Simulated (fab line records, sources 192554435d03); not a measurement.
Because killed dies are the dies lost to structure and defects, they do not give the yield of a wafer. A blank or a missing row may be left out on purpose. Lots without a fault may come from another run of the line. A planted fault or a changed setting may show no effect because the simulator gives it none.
Chamber matching    flow n5-finfet    3 sister chambers for N5_BEOL_M2_PECVD_72 on pecvd-04
The step deposits SiO2 from TEOS/O2, target thk 16 nm, time 18 s. 6 wafers are shown with their chamber, then 10 later ones without.

== EACH WAFER AND ITS CHAMBER ==
wafer   chamber  showerhead-plenum-p-Torr (Torr)  throttle-valve-pct (%)
L088.5  0        8.76                             22.1
L088.6  1        8.96                             22.2
L090.2  0        8.75                             22.0
L090.3  1        8.97                             22.2
L092.2  2        8.79                             20.3
L092.5  2        8.79                             19.8

== WAFERS WITH NO CHAMBER GIVEN ==
wafer   showerhead-plenum-p-Torr (Torr)  throttle-valve-pct (%)
L092.6  8.95                             22.6
L093.1  8.75                             22.2
L093.2  8.98                             22.5
L093.3  8.80                             20.1
L096.1  8.97                             22.8
L096.2  8.74                             22.1
L096.4  8.76                             22.2
L097.4  8.79                             20.0
L097.5  8.75                             22.3
L097.6  8.98                             22.5

== THE CHAMBER EACH PASSED THROUGH ==
wafer   from the rows above  in truth
L092.6  1                    1
L093.1  0                    0
L093.2  1                    1
L093.3  2                    2
L096.1  1                    1
L096.2  0                    0
L096.4  0                    0
L097.4  2                    2
L097.5  0                    0
L097.6  1                    1
Correctly placed: 10 of 10. From these rows, 0 cannot be placed. 0 placed wrongly.
How it was worked out, from the rows above alone: a wafer's distance from a chamber is the root of the sum, over the readings, of the square of ((its reading less the chamber's mean) divided by the reading's scatter). The wafer belongs to the nearest chamber; if the next one is less than 2 further off, it can't be placed. Each chamber's mean is taken over the wafers shown for it. The scatter is the square root of a quotient: the sum, over the shown wafers, of each reading's squared deviation from its chamber's mean, divided by wafers minus chambers.
